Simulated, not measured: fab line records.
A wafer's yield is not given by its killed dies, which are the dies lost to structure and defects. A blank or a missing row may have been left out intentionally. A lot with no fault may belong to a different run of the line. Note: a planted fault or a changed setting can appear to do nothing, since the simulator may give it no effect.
Code-filled problem report in 8D (eight disciplines) form / flow n5_finfet / the parts of the form that need people (team, actions taken, sign-off) are left out

## 1. PROBLEM STATEMENT
cd_nm at N5_SD_EPI_N_CD_MEAS_09 reads a mean of 109.8 nm on 6 wafers of 2 lots; wafers without a fault read 120.0 nm with a standard deviation of 0.61. Relative to the usual mean, that is a shift of -17 standard deviations.
The step: target cd 120 nm.
First seen on wafer L435.4, day 6 18:16, on cd_sem-03. At this step, 24 wafers from 8 lots have a number in the record. By rule, "out" or "out of limits" means more than 4 standard deviations away from the usual mean. The other wafers with a number count as sound.

## 2. WHAT IT IS, AND WHAT IT ISN'T
question=which readings at this step | is=cd_nm | is not=-
question=which lots | is=L435, L436 | is not=L424, L426, L429, L437, L440, L441
question=which wafers of those lots | is=all that have a number | is not=-
question=read on which gauges | is=cd_sem-02, cd_sem-03 | is not=cd_sem-01
question=when | is=from day 6 18:16 | is not=up to then (9 sound wafers); but 9 sound wafers of L437, L440, L441 came after

## 3. THE SUSPECTS, EACH WITH WHAT RULES IT OUT
Counting: a tool stays on the suspect list if, at a process step up to the reading, it processed all lots that are out and no sound lot following the first of them.
- the gauge at N5_SD_EPI_N_CD_MEAS_09: ruled out. The wafers that are out were read on 2 gauges (cd_sem-02, cd_sem-03).
- litho_track-03 at N5_SD_EPI_N_PEB_07 (peb time 60 s): kept. All lots that are out passed through it, beginning with L435 at day 6 18:12, and no sound lot followed; its final sound lot before that point was L429 at day 5 08:26. Its own readings are out on those wafers: heater_power_total_W.
Remaining after the count: litho_track-03 at N5_SD_EPI_N_PEB_07.

## 4. THE CAUSE (what the simulator had put in)
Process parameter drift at N5_SD_EPI_N_PEB_07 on litho_track-03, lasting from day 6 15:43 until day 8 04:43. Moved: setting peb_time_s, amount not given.
Counting left only this tool.

## 5. THE EFFECT CHAIN, in route order
One row per reading whose mean, taken over the struck wafers that have a number, lies over 3 standard deviations from the usual. Only readings for which the record gives a usual standard deviation are gone through. hours: the time from each lot's start at the first step in this table that gives one to its start at this step, as a median over the lots. sigmas: the change in usual standard deviations.
hours=0; step=N5_SD_EPI_N_PEB_07; reading=heater_power_total_W; usual=175.1 W; on struck wafers=209.9; change=+34.8; sigmas=+22
hours=0; step=N5_SD_EPI_N_CD_MEAS_09; reading=cd_nm; usual=120.0 nm; on struck wafers=109.8; change=-10.2; sigmas=-17
It contains these process steps:
- N5_SD_EPI_N_PEB_07: peb time 60 s.
Later measuring or inspecting steps at which every struck wafer that the step has a row for has a number for every such reading, and none has moved that far: N5_BEOL_M4_RC_MEAS_101.

## 6. WHAT WOULD HAVE CAUGHT IT SOONER
3 hours passed between the start of the fault at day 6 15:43 and the first reading out of limits at a measuring or inspecting step in this record, taken at day 6 18:16.
At N5_SD_EPI_N_PEB_07, the tool's own readings (heater_power_total_W) were out on each struck wafer the step has a row for, so an alarm limit on them would have fired on the first such wafer.
Lots out: 2; of these, L436 started N5_SD_EPI_N_PEB_07 on litho_track-03 after day 6 18:16. It would have been spared by a hold on the tool at that moment.
